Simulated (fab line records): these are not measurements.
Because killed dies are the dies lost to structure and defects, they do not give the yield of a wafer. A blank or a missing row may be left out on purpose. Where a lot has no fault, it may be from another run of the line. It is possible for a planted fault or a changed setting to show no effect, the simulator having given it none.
fab line records -- flow n5_finfet
[record] lots = 8, wafers = 24, last_day = 17
route steps=1938 shown GATE_CUT@470 BEOL_M4@1111
lots that met no fault: from a run of the same line without faults
start_h: hours from the record's first day to the start of the lot's first wafer shown -- wait_h: hours from the lot's prior step to this one -- " unchanged from the row above -- L1.1+2: one row covering several wafers at once -- - no value present, or no start provided -- * or withheld: withheld -- < > ~ a bound
route shown NAME@n: a module of which the file shows steps, and the number in the route of the first -- usual: mean/standard deviation of fault-free wafers -- same: alike in all rows -- chamber/n: place in a boat -- sites: each site's reading -- _std_site: the standard deviation of these -- _edge_site: inner sites' mean taken away from outer sites' mean -- radius_mm: for every site, how far away it sits from the centre of the wafer -- mask NAME#n: copy n -- behind: the most recent tool/chamber to have shaped the wafer -- hold: why the lot was held/for how many hours/how that ended -- device: transistor that didn't switch, given as n, p or np -- end of line: tests of these same wafers at the route's end -- step lacking rows: just its recipe -- killed: dies that structure and defects cost at the first sort, which is not the same as the wafer's yield -- map: a wafer's dies, marking killed ones x, the rest . and places with no die _
set.NAME: the setting that was run; set.NAME@STEP: the one run at that earlier step -- model.NAME: the simulator's own value behind a step, which no gauge read
route steps across a sampled set of lots; one table per step, one row per wafer
services: the hour from which a tool's chamber was out of use, counted from the record's first day as start_h (under 0 if before that day), plus the number of hours and why
[[steps]]
[step N5_GATE_CUT_STRIP_59]
[recipe] chemistry = N2/H2, time_s = 20, power_w = 100, temp_c = 40, pressure_mtorr = 100, rf_frequency_hz = 6e+07, bias_power_w = 3, n2_flow_sccm = 300, h2_flow_sccm = 300
[usual] drypump_motor_current_A = 5.8/0.42, oes_product_au = 0.77/0.069, rf_vpp_V = 45.3/0.86, showerhead_plenum_p_Torr = 3.37/0.12, throttle_valve_pct = 12.25/0.23
[same] time_s = 20
lot.wafer,tool,chamber,start_h,wait_h,drypump_motor_current_A,oes_product_au,rf_hours_counter_h,rf_vpp_V,showerhead_plenum_p_Torr,throttle_valve_pct
L887.4,rie_diel-05,3,86.41,0.1,6.1,0.74,158,45.1,3.50,12.38
L887.5,rie_diel-05,0,86.41,0.1,6.4,0.72,-,44.6,3.23,12.35
L887.6,rie_diel-05,3,86.41,0.1,6.1,0.74,-,45.5,3.50,12.38
L889.2,rie_diel-05,0,98.32,0.1,6.4,0.72,184,45.4,3.23,12.35
L889.4,rie_diel-05,1,98.32,0.1,5.8,0.78,151,45.7,3.39,12.38
L889.6,rie_diel-05,1,98.32,0.1,5.8,0.77,-,46.6,3.39,12.37
L892.1,rie_diel-03,1,120.33,0.1,5.2,0.83,63,44.1,3.30,11.82
L892.4,rie_diel-03,2,120.33,0.1,5.8,0.72,209,45.2,3.20,12.23
L892.6,rie_diel-03,3,120.33,0.1,5.7,0.69,-,44.2,3.47,12.46
L895.1,rie_diel-03,0,146.32,0.1,5.9,0.83,78,47.2,3.59,12.27
L895.4,rie_diel-03,2,146.32,0.1,5.8,0.71,-,44.1,3.20,12.25
L895.6,rie_diel-03,0,146.32,0.1,5.9,0.82,-,46.3,3.59,12.27
L901.1,rie_diel-04,3,164.45,0.1,5.9,0.93,16,46.6,3.57,11.69
L901.2,rie_diel-04,2,164.45,0.1,6.1,0.70,218,45.6,3.33,12.42
L901.6,rie_diel-04,1,164.45,0.1,5.3,0.82,-,45.1,3.40,12.29
L905.1,rie_diel-05,1,188.45,0.1,5.8,0.75,182,43.7,3.38,12.46
L905.3,rie_diel-05,2,188.45,0.1,6.3,0.75,169,43.9,3.37,12.21
L905.6,rie_diel-05,3,188.45,0.1,6.1,0.71,-,45.1,3.48,12.45
L906.1,rie_diel-05,0,201.73,0.1,6.3,0.70,219,44.9,3.21,12.43
L906.3,rie_diel-05,2,201.73,0.1,6.3,0.74,173,45.5,3.36,12.19
L906.5,rie_diel-05,2,201.73,0.1,6.3,0.74,-,46.7,3.36,12.18
L907.1,rie_diel-05,0,205.44,0.1,6.3,0.69,220,45.1,3.21,12.42
L907.2,rie_diel-05,3,205.44,0.1,6.1,0.71,194,45.6,3.48,12.47
L907.5,rie_diel-05,2,205.44,0.1,6.3,0.74,-,46.0,3.36,12.20
[step N5_GATE_CUT_DESCUM_18]
[recipe] chemistry = O2, time_s = 7, source_power_w = 50, bias_power_w = 20, pressure_mtorr = 20, rf_frequency_hz = 2.712e+07, temp_c = 40, resist = CAR-EUV, o2_flow_sccm = 225
[usual] drypump_motor_current_A = 5.8/0.44, oes_product_au = 0.77/0.07, rf_vpp_V = 243.2/1.4, showerhead_plenum_p_Torr = 2.09/0.077, throttle_valve_pct = 20.49/0.2
[same] time_s = 7
lot.wafer,tool,chamber,start_h,wait_h,drypump_motor_current_A,oes_product_au,rf_hours_counter_h,rf_vpp_V,showerhead_plenum_p_Torr,throttle_valve_pct
L887.4,rie_diel-05,0,91.91,0.0,6.3,0.72,183,241.6,2.00,20.43
L887.5,rie_diel-05,3,91.91,0.0,6.1,0.74,-,244.6,2.18,20.57
L887.6,rie_diel-05,0,91.91,0.0,6.4,0.71,-,240.8,2.00,20.43
L889.2,rie_diel-04,1,102.92,1.2,5.2,0.86,66,243.9,2.12,20.60
L889.4,rie_diel-04,0,102.92,1.2,5.1,0.78,-,242.8,2.01,20.67
L889.6,rie_diel-04,2,102.92,1.2,6.1,0.71,-,241.8,2.07,20.60
L892.1,rie_diel-05,3,123.64,0.0,6.1,0.73,169,245.5,2.17,20.59
L892.4,rie_diel-05,1,123.64,0.0,5.8,0.77,163,244.1,2.10,20.73
L892.6,rie_diel-05,1,123.64,0.0,5.8,0.77,-,242.7,2.10,20.74
L895.1,rie_diel-03,1,149.85,0.0,5.1,0.81,70,240.7,2.03,20.03
L895.4,rie_diel-03,2,149.85,0.0,5.9,0.71,219,241.4,1.99,20.43
L895.6,rie_diel-03,2,149.85,0.0,5.8,0.71,-,241.0,1.99,20.41
L901.1,rie_diel-05,1,168.14,0.3,5.8,0.76,174,243.2,2.10,20.74
L901.2,rie_diel-05,3,168.14,0.3,6.1,0.72,182,244.1,2.17,20.61
L901.6,rie_diel-05,0,168.14,0.3,6.3,0.71,-,242.1,1.99,20.47
L905.1,rie_diel-03,0,193.54,0.0,5.8,0.81,94,243.7,2.20,20.47
L905.3,rie_diel-03,3,193.54,0.0,5.6,0.93,14,244.6,2.14,20.16
L905.6,rie_diel-03,2,193.54,0.0,5.8,0.71,-,241.1,1.98,20.45
L906.1,rie_diel-03,0,205.15,0.0,5.9,0.82,98,244.5,2.20,20.46
L906.3,rie_diel-03,1,205.15,0.0,5.1,0.79,88,244.6,2.02,20.05
L906.5,rie_diel-03,1,205.15,0.0,5.1,0.79,-,243.1,2.02,20.04
L907.1,rie_diel-03,1,209.50,0.0,5.2,0.80,89,241.3,2.02,20.04
L907.2,rie_diel-03,3,209.50,0.0,5.6,0.91,19,244.4,2.14,20.18
L907.5,rie_diel-03,1,209.50,0.0,5.1,0.79,-,242.9,2.02,20.02
[step N5_GATE_CUT_ETCH_36]
[recipe] chemistry = CF4, target = SiARC, target_depth_a = 130, mask_material = CAR-EUV, time_s = 21.7, ion_energy_ev = 80, pressure_mtorr = 40, source_w = 545, bias_w = 36, Ar_flow_sccm = 100, cf4_flow_sccm = 100, ends = cleared
[usual] bias_w = 35.98/0.099, cf4_flow_sccm = 100.0/0.31, drypump_motor_current_A = 5.8/0.43, etch_rf_on_time_s = 21.6/0.44, oes_product_au = 0.66/0.058, rf_vpp_V = 184.1/1.2, showerhead_plenum_p_Torr = 2.14/0.068, throttle_valve_pct = 15.66/0.2
lot.wafer,tool,chamber,start_h,wait_h,bias_w,cf4_flow_sccm,drypump_motor_current_A,etch_rf_on_time_s,oes_product_au,rf_hours_counter_h,rf_vpp_V,showerhead_plenum_p_Torr,throttle_valve_pct
L887.4,rie_diel-05,0,91.96,0.0,36.14,100.4,6.3,21.7,0.62,183,182.9,2.06,15.74
L887.5,rie_diel-05,3,91.96,0.0,36.04,99.3,6.1,21.5,0.64,-,185.0,2.22,15.70
L887.6,rie_diel-05,0,91.96,0.0,35.99,100.0,6.3,21.7,0.62,-,182.5,2.06,15.73
L889.2,rie_diel-04,1,102.98,0.0,35.92,100.5,5.2,20.8,0.73,66,185.2,2.17,15.71
L889.4,rie_diel-04,0,102.98,0.0,36.03,100.0,5.1,21.2,0.66,-,183.5,2.05,15.77
L889.6,rie_diel-04,2,102.98,0.0,35.90,100.3,6.1,22.1,0.61,-,185.2,2.14,15.87
L892.1,rie_diel-05,3,123.69,0.0,36.15,99.8,6.1,21.5,0.62,169,185.0,2.21,15.74
L892.4,rie_diel-05,1,123.69,0.0,35.88,99.8,5.8,21.5,0.65,163,183.6,2.14,15.82
L892.6,rie_diel-05,1,123.69,0.0,36.03,99.9,5.8,21.7,0.65,-,184.3,2.14,15.80
L895.1,rie_diel-03,1,149.91,0.0,35.97,99.5,5.2,21.7,0.70,70,183.4,2.10,15.32
L895.4,rie_diel-03,2,149.91,0.0,36.08,100.6,5.8,21.8,0.62,219,182.9,2.03,15.64
L895.6,rie_diel-03,2,149.91,0.0,35.97,100.3,5.8,21.5,0.62,-,183.0,2.03,15.63
L901.1,rie_diel-05,1,168.20,0.0,35.95,100.3,5.8,21.7,0.65,174,183.4,2.13,15.82
L901.2,rie_diel-05,3,168.20,0.0,36.05,100.2,6.1,21.9,0.62,182,186.1,2.21,15.77
L901.6,rie_diel-05,0,168.20,0.0,36.04,130.2,6.4,21.3,0.61,-,182.5,2.25,16.94
L905.1,rie_diel-03,0,193.60,0.0,35.98,100.1,5.9,21.2,0.70,94,184.0,2.23,15.60
L905.3,rie_diel-03,3,193.60,0.0,36.05,100.7,5.7,21.9,0.78,14,184.6,2.19,15.32
L905.6,rie_diel-03,2,193.60,0.0,35.86,100.1,5.8,21.2,0.61,-,182.8,2.03,15.66
L906.1,rie_diel-03,0,205.20,0.0,35.97,100.0,5.8,21.3,0.69,98,185.6,2.23,15.60
L906.3,rie_diel-03,1,205.20,0.0,35.92,100.0,5.2,21.8,0.67,88,183.3,2.09,15.35
L906.5,rie_diel-03,1,205.20,0.0,35.95,100.5,5.1,21.7,0.67,-,182.0,2.09,15.34
L907.1,rie_diel-03,1,209.55,0.0,35.92,100.0,5.2,21.8,0.68,89,183.9,2.09,15.35
L907.2,rie_diel-03,3,209.55,0.0,36.09,99.8,5.7,22.2,0.77,19,184.8,2.19,15.31
L907.5,rie_diel-03,1,209.55,0.0,35.97,100.1,5.1,21.8,0.68,-,182.7,2.09,15.33
[step N5_GATE_CUT_CUT_ETCH_54]
[recipe] chemistry = Cl2/BCl3, target = TiN, mask_material = SiO2, target_depth_a = 967, pressure_mtorr = 10, icp_w = 1000, bias_w = 126, Cl2_flow_sccm = 53.25, bcl3_flow_sccm = 21.75, Ar_flow_sccm = 25, ends = cleared
[usual] bias_w = 126.0/0.4, drypump_motor_current_A = 6.0/0.42, etch_rf_on_time_s = 36.7/0.85, oes_product_au = 0.62/0.055, throttle_valve_pct = 22.31/0.22
lot.wafer,tool,chamber,start_h,wait_h,bias_w,drypump_motor_current_A,etch_rf_on_time_s,oes_product_au,rf_hours_counter_h,throttle_valve_pct
L887.4,rie_metal-02,1,92.38,0.0,125.7,6.1,35.7,0.57,-,22.32
L887.5,rie_metal-02,0,92.38,0.0,126.2,5.5,38.0,0.62,-,22.51
L887.6,rie_metal-02,1,92.38,0.0,126.1,6.1,36.0,0.57,-,22.32
L889.2,rie_metal-03,1,103.38,0.0,126.0,5.6,36.2,0.69,48,22.60
L889.4,rie_metal-03,1,103.38,0.0,126.0,5.6,36.1,0.70,-,22.59
L889.6,rie_metal-03,1,103.38,0.0,125.3,5.6,36.0,0.71,-,22.60
L892.1,rie_metal-02,0,124.09,0.0,126.6,5.5,38.0,0.62,80,22.51
L892.4,rie_metal-02,0,124.09,0.0,126.3,5.5,38.0,0.61,-,22.51
L892.6,rie_metal-02,1,124.09,0.0,126.2,6.1,36.0,0.56,-,22.32
L895.1,rie_metal-02,0,150.37,0.1,126.2,5.5,38.2,0.62,83,22.54
L895.4,rie_metal-02,0,150.37,0.1,126.3,5.5,38.2,0.61,-,22.51
L895.6,rie_metal-02,0,150.37,0.1,125.5,5.5,37.9,0.61,-,22.51
L901.1,rie_metal-02,1,168.59,0.0,126.0,6.1,36.6,0.55,115,22.33
L901.2,rie_metal-02,0,168.59,0.0,125.5,5.5,38.5,0.61,84,22.53
L901.6,rie_metal-02,0,168.59,0.0,125.9,5.5,38.6,0.60,-,22.55
L905.1,rie_metal-01,1,194.00,0.0,126.1,6.4,36.3,0.58,114,22.16
L905.3,rie_metal-01,0,194.00,0.0,125.8,6.0,37.0,0.70,-,21.99
L905.6,rie_metal-01,1,194.00,0.0,126.1,6.4,36.5,0.57,-,22.14
L906.1,rie_metal-01,1,205.60,0.0,126.3,6.4,36.0,0.58,116,22.15
L906.3,rie_metal-01,0,205.60,0.0,126.2,6.0,36.8,0.70,-,21.99
L906.5,rie_metal-01,1,205.60,0.0,126.6,6.4,36.0,0.57,-,22.14
L907.1,rie_metal-01,1,209.95,0.0,126.3,6.5,35.7,0.58,116,22.15
L907.2,rie_metal-01,0,209.95,0.0,126.3,5.9,36.4,0.71,41,21.98
L907.5,rie_metal-01,0,209.95,0.0,125.3,5.9,36.7,0.71,-,22.00
[step N5_BEOL_M4_RC_MEAS_101]
[usual] DIBL_N = 36.1/1.6, DIBL_P = 36.6/1.9, IOFF_N = 0.160/0.026, IOFF_P = 0.210/0.028, ION_N = 677/10, ION_P = 464/6.9, SS_N = 71.4/0.56, SS_P = 73.3/0.61, VT_N = 249.1/2.6, VT_P = -250/3.3
lot.wafer,tool,chamber,start_h,wait_h,DIBL_N[mV/V],DIBL_P[mV/V],IOFF_N[nA/um],IOFF_P[nA/um],ION_N[uA/um],ION_P[uA/um],SS_N[mV/dec],SS_P[mV/dec],VT_N[mV],VT_P[mV]
L887.4,prober-01,0,167.43,0.5,36.5,35.3,0.142,0.179,670,466,71.4,73.5,250.7,-255
L887.5,prober-01,0,167.43,0.5,38.0,38.2,0.173,0.216,682,468,71.7,74.4,249.5,-250
L887.6,prober-01,0,167.43,0.5,36.2,35.1,0.145,0.173,679,460,71.7,73.0,250.8,-255
L889.2,prober-01,0,181.88,0.2,36.4,38.0,0.166,0.235,695,483,71.1,73.5,247.1,-245
L889.4,prober-01,0,181.88,0.2,34.7,36.5,0.136,0.211,672,472,71.5,72.5,252.0,-249
L889.6,prober-01,0,181.88,0.2,35.3,36.5,0.143,0.214,683,473,71.5,73.6,250.8,-247
L892.1,prober-02,0,212.09,0.0,36.4,37.0,0.143,0.221,673,474,71.0,73.9,252.4,-248
L892.4,prober-02,0,212.09,0.0,36.0,36.6,0.149,0.216,683,469,70.9,72.8,248.6,-252
L892.6,prober-02,0,212.09,0.0,35.3,35.7,0.133,0.206,667,469,70.8,72.8,250.6,-251
L895.1,prober-01,0,248.10,0.0,33.8,35.6,0.144,0.198,680,462,70.4,72.0,250.6,-247
L895.4,prober-01,0,248.10,0.0,36.5,38.3,0.198,0.240,682,465,71.9,73.4,247.1,-248
L895.6,prober-01,0,248.10,0.0,33.9,35.4,0.141,0.193,673,463,71.2,72.9,251.9,-249
L901.1,prober-02,0,262.48,0.0,37.6,37.1,0.191,0.259,674,469,71.7,73.2,246.3,-245
L901.2,prober-02,0,262.48,0.0,37.8,37.5,0.195,0.257,674,465,70.7,73.8,244.4,-245
L901.6,prober-02,0,262.48,0.0,37.4,38.6,0.199,0.282,681,483,71.6,73.4,243.6,-244
L906.1,prober-02,0,283.77,0.0,38.1,39.7,0.212,0.267,687,473,71.9,74.3,243.8,-244
L906.3,prober-02,0,283.77,0.0,33.5,34.0,0.131,0.178,685,471,70.5,72.3,251.5,-249
L906.5,prober-02,0,283.77,0.0,35.5,36.6,0.159,0.222,686,474,70.9,73.9,248.0,-243
L905.1,prober-01,0,288.51,0.0,34.1,34.9,0.142,0.167,681,456,71.6,73.3,250.8,-255
L905.3,prober-01,0,288.51,0.0,37.0,38.8,0.183,0.216,687,460,72.4,74.0,250.0,-251
L905.6,prober-01,0,288.51,0.0,34.3,35.9,0.139,0.183,666,457,71.3,73.6,252.7,-254
L907.1,prober-02,0,291.39,0.0,34.8,34.4,0.144,0.199,665,460,71.1,72.9,249.1,-248
L907.2,prober-02,0,291.39,0.0,35.0,35.2,0.152,0.208,677,468,71.3,72.3,249.2,-247
L907.5,prober-02,0,291.39,0.0,32.6,32.7,0.118,0.181,669,467,70.9,72.2,250.6,-249
[[services]]
tool,chamber,start_h,hours,kind
rie_diel-04,3,72.64,7.9,repair
rie_metal-01,-,89.72,4.3,pm
rie_diel-03,-,96.86,14.6,pm
rie_metal-01,-,99.56,2.3,repair
rie_diel-04,3,99.76,-,clean
rie_diel-04,3,99.76,-,consumable_replace:focus_ring
rie_diel-04,3,99.76,-,consumable_replace:showerhead
rie_diel-04,3,99.76,17.5,scheduled_down
rie_diel-04,3,99.76,17.5,vent_cycle
rie_metal-01,0,102.22,2.7,repair
rie_metal-02,-,108.78,14.6,pm
rie_diel-03,3,129.20,-,clean
rie_diel-03,3,129.20,-,consumable_replace:focus_ring
rie_diel-03,3,129.20,19.4,scheduled_down
rie_diel-03,3,129.20,19.4,vent_cycle
rie_diel-03,1,132.78,6.3,repair
rie_metal-02,1,149.50,1.5,repair
rie_metal-01,1,157.17,2.3,repair
rie_diel-04,2,157.27,4.0,repair
rie_diel-03,-,163.67,4.3,pm
rie_diel-04,3,192.54,5.8,repair
[[key]]
[first_sign] step = N5_GATE_CUT_ETCH_36, reading = cf4_flow_sccm, direction = up, sigmas = 96, usual = 100.0, struck = 130.2
[effect] step = N5_GATE_CUT_ETCH_36, reading = throttle_valve_pct, direction = up, sigmas = 6.4, usual = *, struck = *
met_at N5_GATE_CUT_ETCH_36
struck_lots L901
struck_wafers L901.6
not_acting_at N5_GATE_CUT_STRIP_59,N5_GATE_CUT_DESCUM_18,N5_GATE_CUT_CUT_ETCH_54
onset_between 91.96 168.20
[fault] kind = process_parameter_drift, tool = rie_diel-05, chamber = 0, onset_h = 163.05, steps = N5_GATE_CUT_ETCH_36, channel = cf4_flow_sccm, offset = 30, shape = step, end_h = 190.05, acts_in = these_recipes_only, stated = 100
